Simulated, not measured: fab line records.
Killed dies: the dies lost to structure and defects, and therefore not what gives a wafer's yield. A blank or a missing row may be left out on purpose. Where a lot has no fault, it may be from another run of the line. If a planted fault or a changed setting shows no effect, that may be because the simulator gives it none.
Struck lot and sound lot, side by side / flow n5_finfet / 16 steps out of a route of 1938
Sound: wafers L223.1, L223.3, L223.4. Wafers L237.2, L237.3, L237.6 were the ones struck. The cause is given at the end.
Each step with rows lists, per side, the tool, then ch with its chambers, then its first start. Under that, the readings that differ: sound wafers / struck wafers / difference of the means / sigmas: that difference in standard deviations of wafers without a fault.
alike: same words and numbers on both sides, and readings whose means sit less than 2 such deviations apart. not compared: any withheld reading, any reading some wafer has no value for, any bound like >300 that may hide the same value, and any number with overlapping values for which the record gives no deviation.
Wherever a step has rows on one side only, a row that says differs or no value, or a row with sigmas, the two part there. Non-overlapping numbers with no deviation appear without sigmas and do not part them. Lack of a reading on every wafer of one side parts them only where that side has two or more wafers.

first, 5 steps without rows for these wafers: N5_SD_EPI_P_EBR_05; N5_SD_EPI_P_SOFTBAKE_04 (time 60 s); N5_SD_EPI_P_EXPOSE_06 (exposes mask SD P BLK, target cd 240 nm); N5_SD_EPI_P_PEB_07 (peb time 60 s); N5_SD_EPI_P_DEVELOP_08 (develop time 30 s).
N5_SD_EPI_P_CD_MEAS_09 targets a cd of 240 nm.
  sound on cd_sem-02 ch 0, day 3 11:50; struck on cd_sem-02 ch 0, day 6 19:50
  alike: cd_nm
N5_SD_EPI_P_OVL_MEAS_10:
  sound on overlay-02 ch 0, day 3 11:52; struck on overlay-02 ch 0, day 6 19:52
  alike: SD_P_BLK_OVL
N5_SD_EPI_P_INSPECT_11: inspects for defects (macro).
  sound on defect_inspect-01 at day 3 11:53; struck on defect_inspect-02 at day 6 19:53
  alike: raw_defect_count
N5_SD_EPI_P_DESCUM_14: chemistry O2, time 7.9 s.
  sound on rie_diel-05 ch 0,2,3, day 3 11:55; struck on rie_diel-02 ch 2,3, day 6 19:56
  alike: drypump_motor_current_A, oes_product_au, rf_vpp_V, showerhead_plenum_p_Torr, throttle_valve_pct
  not compared: rf_hours_counter_h
N5_SD_EPI_P_ETCH_36: etches SiARC in CF4, target depth 45.5 nm, time 75.8 s.
  sound on rie_diel-05 ch 0,2,3, day 3 11:57; struck on rie_diel-02 ch 2,3, day 6 19:58
  alike: cf4_flow_sccm, drypump_motor_current_A, etch_rf_on_time_s, oes_product_au, rf_vpp_V, showerhead_plenum_p_Torr, throttle_valve_pct
  not compared: rf_hours_counter_h
N5_SD_EPI_P_ETCH_37: etches SOC in N2/H2, overetch 108 nm, time 486 s.
  sound on rie_diel-05 ch 0,2,3, day 3 12:01; struck on rie_diel-02 ch 2,3, day 6 20:01
  alike: drypump_motor_current_A, h2_flow_sccm, oes_product_au, rf_vpp_V, showerhead_plenum_p_Torr, throttle_valve_pct
  not compared: rf_hours_counter_h
then, 1 step without rows for these wafers: N5_SD_EPI_P_STRIP_38 (strips in N2/H2).
N5_SD_EPI_P_ETCHBACK_46: etches SiNx in CH3F/O2, stops on SiO2, target depth 17.5 nm.
  sound on rie_diel-05 ch 0,2,3, day 3 12:20; struck on rie_diel-02 ch 2,3, day 6 20:20
reading=over_etch_frac; sound=0.3 0.3 0.3; struck=0.30655 0.30655 0.30655; difference=+0.00655; sigmas=
  alike: drypump_motor_current_A, oes_product_au, rf_vpp_V, showerhead_plenum_p_Torr, throttle_valve_pct
  not compared: rf_hours_counter_h
N5_SD_EPI_P_ETCH_47: etches SiOCN in CH3F/O2, target depth 25 nm.
  sound on rie_diel-05 ch 0,2,3, day 3 12:26; struck on rie_diel-02 ch 2,3, day 6 20:26
  alike: drypump_motor_current_A, oes_product_au, rf_vpp_V, showerhead_plenum_p_Torr, throttle_valve_pct
  not compared: rf_hours_counter_h
-- a jump in the record: the struck wafers' starts before and after are 5 days apart (it breaks off in module SD_EPI_P and resumes in module BEOL_M4, where the first step shown is number 1111 of the route) --
N5_BEOL_M4_RC_MEAS_101:
  sound on prober-02 ch 0, day 8 06:53; struck on prober-01 ch 0, day 11 22:25
  alike: DIBL_N, DIBL_P, IOFF_N, IOFF_P, ION_N, ION_P, SS_N, SS_P, VT_N, VT_P
-- record jumps: 5 days separate the struck wafers' starts on either side; left off in module BEOL_M4, taken up again in module PASSIVATION, whose first shown step is the route's number 1936 --
N5_PASSIVATION_PROBE_49:
  sound on prober-02 at day 13 04:01; struck on prober-02 at day 17 00:38
  alike: defect_limited_yield, killed_at_M0_to_M3, killed_at_M4_up, killed_at_contacts, killed_at_front_end, killed_at_other, killed_dies, killed_on_rim, killed_open, killed_short, sort_bin_5_function, sort_bin_6_memory, sort_bin_8_speed, sort_n_pass, sort_yield_pct

WHERE THEY PART
Nowhere in this record.

WHY: whatever the simulator had introduced
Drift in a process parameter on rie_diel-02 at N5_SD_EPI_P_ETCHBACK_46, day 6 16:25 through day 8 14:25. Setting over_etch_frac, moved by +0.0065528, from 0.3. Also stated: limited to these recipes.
